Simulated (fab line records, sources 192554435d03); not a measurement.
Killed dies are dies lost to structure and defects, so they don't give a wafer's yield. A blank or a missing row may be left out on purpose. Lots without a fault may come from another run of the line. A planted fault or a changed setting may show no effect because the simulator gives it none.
Split-lot experiment | flow n5_finfet | 7 lots, 21 wafers read, on a route of 1938 steps

THE SPLIT
At N5_SD_EPI_N_EPI_21 (deposits Si:P, time 690 s), the setting temp_c was moved away from the recipe's 680 C on 7 of the 21 wafers read, by -0.7% to +0.4%. The other wafers ran this setting at the recipe's value.

FROM THE SPLIT TO THE READING: what the file shows between them, 1 step
- N5_SD_EPI_N_EPI_MEAS_23

THE READING
Si-P_of_SD_EPI_N_EPI_21.thk_nm (the simulator's own value, which no gauge read), in nm, at N5_SD_EPI_N_PRECLEAN_24 (cleans in O3/DIW, time 60 s). The file gives no usual value for it. The 14 wafers here that ran the recipe average 58.3 nm, standard deviation 0.71 nm.

wafer  | tool, chamber at the split | temp_c as run, C | against the recipe | Si-P_of_SD_EPI_N_EPI_21.thk_nm, nm | against lot-mates on the recipe
L077.1 | epi_rpcvd-03, 0            | 680              | recipe             | 58.6                               | -
L077.2 | epi_rpcvd-03, 0            | 682              | +0.3%              | 61.6                               | +3.0
L077.6 | epi_rpcvd-03, 0            | 682              | +0.3%              | 61                                 | +2.4
L079.2 | epi_rpcvd-03, 0            | 680              | recipe             | 59                                 | -
L079.4 | epi_rpcvd-03, 0            | 680              | recipe             | 58                                 | -
L079.6 | epi_rpcvd-03, 0            | 682.4            | +0.4%              | 61.2                               | +2.7
L080.3 | epi_rpcvd-01, 0            | 680              | recipe             | 58                                 | -
L080.4 | epi_rpcvd-01, 0            | 680              | recipe             | 57                                 | -
L080.6 | epi_rpcvd-01, 0            | 680              | recipe             | 57                                 | -
L081.1 | epi_rpcvd-02, 0            | 680              | recipe             | 58.6                               | -
L081.3 | epi_rpcvd-02, 0            | 680              | recipe             | 58.6                               | -
L081.2 | epi_rpcvd-02, 0            | 675.5            | -0.7%              | 54.8                               | -3.8
L083.1 | epi_rpcvd-02, 0            | 676.9            | -0.5%              | 55.8                               | -2.7
L083.3 | epi_rpcvd-02, 0            | 680              | recipe             | 58.6                               | -
L083.6 | epi_rpcvd-02, 0            | 680              | recipe             | 58.4                               | -
L085.2 | epi_rpcvd-01, 0            | 676.2            | -0.6%              | 55.2                               | -4.6
L085.4 | epi_rpcvd-01, 0            | 676.2            | -0.6%              | 55                                 | -4.8
L085.6 | epi_rpcvd-01, 0            | 680              | recipe             | 59.8                               | -
L096.4 | epi_rpcvd-02, 0            | 680              | recipe             | 57.8                               | -
L096.5 | epi_rpcvd-02, 0            | 680              | recipe             | 58.6                               | -
L096.6 | epi_rpcvd-02, 0            | 680              | recipe             | 58.4                               | -

THE FIT
A straight line over all 21 wafers: Si-P_of_SD_EPI_N_EPI_21.thk_nm changes by +6.46 nm for each +1% of temp_c; r = +0.93; the points scatter about the line by 0.72 nm.
The same after taking each lot's own level away (the mean of its wafers on the recipe; 21 wafers): +7.43 nm for each +1%; r = +0.97; scatter 0.48 nm.
On that fit, the largest move of temp_c shifts the reading by 4.9 nm.
The lots' own levels span 57.33 to 59.80 nm, that is 3.5 times the standard deviation above.
So the lot-to-lot level changes the slope: the two fits differ.
Check: with one of the wafers moved furthest among these (-0.7%) left out of the fit, the line predicts -5.25 nm for it against its lot-mates. It came out at -3.8 nm against them.

OTHER SPLITS ON THESE WAFERS
These wafers also went through other splits before the reading. Each is held against what the fit with the lots' levels taken away leaves over:
other split on the same wafers | wafers away from the commonest value | r with Si-P_of_SD_EPI_N_EPI_21.thk_nm (lot level and that fit taken away)
N5_FIN_CUT_COAT_19 spin_rpm    | 10                                   | -0.16
N5_DUMMY_GATE_CVD_03 temp_c    | 18                                   | +0.02
N5_DUMMY_GATE_PECVD_30 time_s  | 7                                    | -0.15

THE WHOLE CHAIN: every reading that the file lists as answering this split, in the file's order
step                    | what it does                | reading                                                                         | change (the file's fit)              | r (the file's)
N5_SD_EPI_N_EPI_21      | deposits Si:P, time 690 s   | Si-P_of_SD_EPI_N_EPI_21.thk_nm (the simulator's own value, which no gauge read) | +7.02 nm for each +1% of the setting | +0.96
N5_SD_EPI_N_EPI_MEAS_23 |                             | thk_nm                                                                          | withheld for each +1% of the setting | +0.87
N5_SD_EPI_N_PRECLEAN_24 | cleans in O3/DIW, time 60 s | Si-P_of_SD_EPI_N_EPI_21.thk_nm (the simulator's own value, which no gauge read) | +6.94 nm for each +1% of the setting | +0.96

THE FILE'S OWN FIT
Si-P_of_SD_EPI_N_EPI_21.thk_nm changes by +6.94 nm for each +1% of temp_c, r = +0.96.
